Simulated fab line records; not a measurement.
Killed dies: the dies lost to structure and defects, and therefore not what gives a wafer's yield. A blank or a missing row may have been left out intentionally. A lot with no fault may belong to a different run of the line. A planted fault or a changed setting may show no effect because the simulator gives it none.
Which of the tools did it? || flow nand-harc || Sampling: 14 lots, 42 wafers, 5 of 1302 route steps

== WHAT THE GAUGES SHOWED, per wafer ==
NHARC_A_BONDPAD_THK_MEAS_20: measures by xrf. Usual: thk-nm at 169.5 nm, with a standard deviation of 1.6.
{"lot": "L418", "measured": "day 23 16:49", "on": "film-metro-01", "thk-nm (nm)": "169.3 172.6 170.6", "flag": ""}
{"lot": "L419", "measured": "day 23 22:34", "on": "film-metro-01", "thk-nm (nm)": "172.1 168.7 169.9", "flag": ""}
{"lot": "L421", "measured": "day 24 12:59", "on": "film-metro-02", "thk-nm (nm)": "168.2 167.0 170.7", "flag": ""}
{"lot": "L420", "measured": "day 24 12:13", "on": "film-metro-02", "thk-nm (nm)": "172.8 169.4 171.5", "flag": ""}
{"lot": "L422", "measured": "day 25 10:25", "on": "film-metro-02", "thk-nm (nm)": "171.3 168.4 169.4", "flag": ""}
{"lot": "L424", "measured": "day 26 06:36", "on": "film-metro-02", "thk-nm (nm)": "171.0 165.5 169.9", "flag": ""}
{"lot": "L423", "measured": "day 26 04:38", "on": "film-metro-02", "thk-nm (nm)": "171.0 166.9 168.5", "flag": ""}
{"lot": "L425", "measured": "day 26 15:53", "on": "film-metro-02", "thk-nm (nm)": "171.5 167.8 169.3", "flag": ""}
{"lot": "L433", "measured": "day 29 06:45", "on": "film-metro-02", "thk-nm (nm)": "167.6 168.0 167.9", "flag": ""}
{"lot": "L431", "measured": "day 30 01:52", "on": "film-metro-02", "thk-nm (nm)": "167.7 166.7 171.8", "flag": ""}
{"lot": "L432", "measured": "day 30 05:12", "on": "film-metro-02", "thk-nm (nm)": "168.9 170.2 171.7", "flag": ""}
{"lot": "L438", "measured": "day 32 04:34", "on": "film-metro-02", "thk-nm (nm)": "171.3 169.0 168.2", "flag": ""}
{"lot": "L439", "measured": "day 33 01:07", "on": "film-metro-01", "thk-nm (nm)": "170.7 171.0 171.6", "flag": ""}
{"lot": "L440", "measured": "day 33 20:27", "on": "film-metro-02", "thk-nm (nm)": "168.5 169.8 169.5", "flag": ""}

NHARC_END_SORT_01. Usual: killed-at-array 56, standard deviation 17; killed-at-other 0.9, standard deviation 1.2; killed-at-periphery 3.9, standard deviation 2.5; killed-dies 61, standard deviation 17; killed-open 3.2, standard deviation 1.8; killed-short 2.7, standard deviation 1.7.
{"lot": "L433", "measured": "day 30 16:13", "on": "prober-01", "killed-at-array": "24 29 108", "killed-at-other": "0 0 0", "killed-at-periphery": "5 4 6", "killed-dies": "29 33 114", "killed-open": "3 3 4", "killed-short": "2 3 2", "flag": ""}
{"lot": "L432", "measured": "day 31 12:11", "on": "prober-01", "killed-at-array": "68 139 69", "killed-at-other": "1 3 3", "killed-at-periphery": "4 1 7", "killed-dies": "73 143 79", "killed-open": "3 2 5", "killed-short": "4 3 3", "flag": ""}

== EACH LOT AND THE TOOL THAT RAN IT (in order: tool; ch and the chambers of the sampled wafers; start) ==
{"lot": "L418", "NHARC_A_WL_FILL_ALD_10": "ald-hk-04 ch 0,1,3, day 21 01:43", "NHARC_THIN_TSV_DEGAS_49": "pvd-sputter-02, day 24 08:16", "NHARC_THIN_TSV_PRE_CLEAN_54": "pvd-sputter-01, day 24 10:21"}
{"lot": "L419", "NHARC_A_WL_FILL_ALD_10": "ald-hk-04 ch 0,1,3, day 21 10:02", "NHARC_THIN_TSV_DEGAS_49": "pvd-sputter-02, day 24 15:49", "NHARC_THIN_TSV_PRE_CLEAN_54": "pvd-sputter-03, day 24 17:57"}
{"lot": "L421", "NHARC_A_WL_FILL_ALD_10": "ald-hk-02 ch 0,3, day 21 23:01", "NHARC_THIN_TSV_DEGAS_49": "pvd-sputter-03, day 25 06:34", "NHARC_THIN_TSV_PRE_CLEAN_54": "pvd-sputter-03, day 25 08:40"}
{"lot": "L420", "NHARC_A_WL_FILL_ALD_10": "ald-hk-04 ch 0,2,3, day 22 00:04", "NHARC_THIN_TSV_DEGAS_49": "pvd-sputter-02, day 25 05:23", "NHARC_THIN_TSV_PRE_CLEAN_54": "pvd-sputter-03, day 25 07:26"}
{"lot": "L422", "NHARC_A_WL_FILL_ALD_10": "ald-hk-02 ch 0,1, day 22 17:25", "NHARC_THIN_TSV_DEGAS_49": "pvd-sputter-01, day 26 04:43", "NHARC_THIN_TSV_PRE_CLEAN_54": "pvd-sputter-02, day 26 06:48"}
{"lot": "L424", "NHARC_A_WL_FILL_ALD_10": "ald-hk-01 ch 1,2,3, day 23 17:42", "NHARC_THIN_TSV_DEGAS_49": "pvd-sputter-01, day 26 21:11", "NHARC_THIN_TSV_PRE_CLEAN_54": "pvd-sputter-03, day 26 23:34"}
{"lot": "L423", "NHARC_A_WL_FILL_ALD_10": "ald-hk-02 ch 0,1,3, day 23 17:59", "NHARC_THIN_TSV_DEGAS_49": "pvd-sputter-02, day 26 20:00", "NHARC_THIN_TSV_PRE_CLEAN_54": "pvd-sputter-03, day 26 22:06"}
{"lot": "L425", "NHARC_A_WL_FILL_ALD_10": "ald-hk-01 ch 1,2, day 24 05:49", "NHARC_THIN_TSV_DEGAS_49": "pvd-sputter-01, day 27 07:29", "NHARC_THIN_TSV_PRE_CLEAN_54": "pvd-sputter-02, day 27 09:33"}
{"lot": "L433", "NHARC_A_WL_FILL_ALD_10": "ald-hk-02 ch 0,2,3, day 26 21:02", "NHARC_THIN_TSV_DEGAS_49": "pvd-sputter-02, day 30 02:17", "NHARC_THIN_TSV_PRE_CLEAN_54": "pvd-sputter-03, day 30 04:19"}
{"lot": "L431", "NHARC_A_WL_FILL_ALD_10": "ald-hk-01 ch 0,1, day 27 10:07", "NHARC_THIN_TSV_DEGAS_49": "pvd-sputter-01, day 30 21:31", "NHARC_THIN_TSV_PRE_CLEAN_54": "pvd-sputter-03, day 30 23:36"}
{"lot": "L432", "NHARC_A_WL_FILL_ALD_10": "ald-hk-02 ch 0,1,2, day 27 11:03", "NHARC_THIN_TSV_DEGAS_49": "pvd-sputter-03, day 30 22:40", "NHARC_THIN_TSV_PRE_CLEAN_54": "pvd-sputter-02, day 31 00:43"}
{"lot": "L438", "NHARC_A_WL_FILL_ALD_10": "ald-hk-02 ch 0,1,2, day 29 19:49", "NHARC_THIN_TSV_DEGAS_49": "pvd-sputter-03, day 32 22:29", "NHARC_THIN_TSV_PRE_CLEAN_54": "pvd-sputter-02, day 33 00:32"}
{"lot": "L439", "NHARC_A_WL_FILL_ALD_10": "ald-hk-01 ch 0,2, day 30 07:50", "NHARC_THIN_TSV_DEGAS_49": "pvd-sputter-03, day 33 16:17", "NHARC_THIN_TSV_PRE_CLEAN_54": "pvd-sputter-02, day 33 18:20"}
{"lot": "L440", "NHARC_A_WL_FILL_ALD_10": "ald-hk-02 ch 0,1,2, day 31 05:56", "NHARC_THIN_TSV_DEGAS_49": "pvd-sputter-02, day 34 11:40", "NHARC_THIN_TSV_PRE_CLEAN_54": "pvd-sputter-02, day 34 13:44"}
- NHARC_A_WL_FILL_ALD_10: deposits SiO2, target thk 50 nm, pulse time 10 s, ald cycles 500.
- NHARC_THIN_TSV_DEGAS_49: time 120 s.
- NHARC_THIN_TSV_PRE_CLEAN_54: time 30 s.

== AS READ BY THE TOOLS THEMSELVES (means over the sampled wafers that have a number; for cases with no such wafer, the mark the record gives instead) ==
NHARC_A_WL_FILL_ALD_10. Usual: heater-power-w 463 W, standard deviation 42; precursor-pulse-height-rel 0.999, standard deviation 0.02.
{"lot": "L418", "tool": "ald-hk-04", "heater-power-w (W)": 474, "precursor-pulse-height-rel": 0.996, "flag": ""}
{"lot": "L419", "tool": "ald-hk-04", "heater-power-w (W)": 478, "precursor-pulse-height-rel": 1.007, "flag": ""}
{"lot": "L421", "tool": "ald-hk-02", "heater-power-w (W)": 497, "precursor-pulse-height-rel": 0.997, "flag": ""}
{"lot": "L420", "tool": "ald-hk-04", "heater-power-w (W)": 457, "precursor-pulse-height-rel": 0.993, "flag": ""}
{"lot": "L422", "tool": "ald-hk-02", "heater-power-w (W)": 447, "precursor-pulse-height-rel": 0.987, "flag": ""}
{"lot": "L424", "tool": "ald-hk-01", "heater-power-w (W)": 471, "precursor-pulse-height-rel": 0.986, "flag": ""}
{"lot": "L423", "tool": "ald-hk-02", "heater-power-w (W)": 457, "precursor-pulse-height-rel": 1.017, "flag": ""}
{"lot": "L425", "tool": "ald-hk-01", "heater-power-w (W)": 483, "precursor-pulse-height-rel": 0.987, "flag": ""}
{"lot": "L433", "tool": "ald-hk-02", "heater-power-w (W)": 473, "precursor-pulse-height-rel": 1.020, "flag": ""}
{"lot": "L431", "tool": "ald-hk-01", "heater-power-w (W)": 400, "precursor-pulse-height-rel": 0.981, "flag": ""}
{"lot": "L432", "tool": "ald-hk-02", "heater-power-w (W)": 456, "precursor-pulse-height-rel": 1.007, "flag": ""}
{"lot": "L438", "tool": "ald-hk-02", "heater-power-w (W)": 457, "precursor-pulse-height-rel": 1.006, "flag": ""}
{"lot": "L439", "tool": "ald-hk-01", "heater-power-w (W)": 485, "precursor-pulse-height-rel": 0.999, "flag": ""}
{"lot": "L440", "tool": "ald-hk-02", "heater-power-w (W)": 455, "precursor-pulse-height-rel": 1.017, "flag": ""}

NHARC_THIN_TSV_DEGAS_49. Usual: heater-power-w at 460 W, with a standard deviation of 27.
{"lot": "L418", "tool": "pvd-sputter-02", "heater-power-w (W)": 488, "flag": ""}
{"lot": "L419", "tool": "pvd-sputter-02", "heater-power-w (W)": 457, "flag": ""}
{"lot": "L421", "tool": "pvd-sputter-03", "heater-power-w (W)": 430, "flag": ""}
{"lot": "L420", "tool": "pvd-sputter-02", "heater-power-w (W)": 464, "flag": ""}
{"lot": "L422", "tool": "pvd-sputter-01", "heater-power-w (W)": 458, "flag": ""}
{"lot": "L424", "tool": "pvd-sputter-01", "heater-power-w (W)": 449, "flag": ""}
{"lot": "L423", "tool": "pvd-sputter-02", "heater-power-w (W)": 492, "flag": ""}
{"lot": "L425", "tool": "pvd-sputter-01", "heater-power-w (W)": 464, "flag": ""}
{"lot": "L433", "tool": "pvd-sputter-02", "heater-power-w (W)": 456, "flag": ""}
{"lot": "L431", "tool": "pvd-sputter-01", "heater-power-w (W)": 458, "flag": ""}
{"lot": "L432", "tool": "pvd-sputter-03", "heater-power-w (W)": 465, "flag": ""}
{"lot": "L438", "tool": "pvd-sputter-03", "heater-power-w (W)": 438, "flag": ""}
{"lot": "L439", "tool": "pvd-sputter-03", "heater-power-w (W)": 459, "flag": ""}
{"lot": "L440", "tool": "pvd-sputter-02", "heater-power-w (W)": 453, "flag": ""}

NHARC_THIN_TSV_PRE_CLEAN_54. Usual: heater-power-w at 400 W, with a standard deviation of 24.
{"lot": "L418", "tool": "pvd-sputter-01", "heater-power-w (W)": 420, "flag": ""}
{"lot": "L419", "tool": "pvd-sputter-03", "heater-power-w (W)": 393, "flag": ""}
{"lot": "L421", "tool": "pvd-sputter-03", "heater-power-w (W)": 367, "flag": ""}
{"lot": "L420", "tool": "pvd-sputter-03", "heater-power-w (W)": 375, "flag": ""}
{"lot": "L422", "tool": "pvd-sputter-02", "heater-power-w (W)": 413, "flag": ""}
{"lot": "L424", "tool": "pvd-sputter-03", "heater-power-w (W)": 391, "flag": ""}
{"lot": "L423", "tool": "pvd-sputter-03", "heater-power-w (W)": 381, "flag": ""}
{"lot": "L425", "tool": "pvd-sputter-02", "heater-power-w (W)": 397, "flag": ""}
{"lot": "L433", "tool": "pvd-sputter-03", "heater-power-w (W)": 402, "flag": ""}
{"lot": "L431", "tool": "pvd-sputter-03", "heater-power-w (W)": 418, "flag": ""}
{"lot": "L432", "tool": "pvd-sputter-02", "heater-power-w (W)": 423, "flag": ""}
{"lot": "L438", "tool": "pvd-sputter-02", "heater-power-w (W)": 410, "flag": ""}
{"lot": "L439", "tool": "pvd-sputter-02", "heater-power-w (W)": 422, "flag": ""}
{"lot": "L440", "tool": "pvd-sputter-02", "heater-power-w (W)": 404, "flag": ""}

== THE ANSWER, worked out from the rows above alone ==
Rule: a lot counts as off when the mean over its wafers that have a number is more than 3 standard deviations away from the usual mean. Also off: a lot with no number at a reading for which 4 or more lots have one. Where the step has rows for the other lots, those lots are counted as sound. After the gauges, taken in route order, come the tools' own readings; for these a lot's mean is taken, as printed above. The first step at which some lot is off is used, and at that step the reading that is off furthest; a lot without a number counts as furthest.
Nothing can be told from this: no lot is off at any reading shown.

== WHAT WAS PUT IN BY THE SIMULATOR ==
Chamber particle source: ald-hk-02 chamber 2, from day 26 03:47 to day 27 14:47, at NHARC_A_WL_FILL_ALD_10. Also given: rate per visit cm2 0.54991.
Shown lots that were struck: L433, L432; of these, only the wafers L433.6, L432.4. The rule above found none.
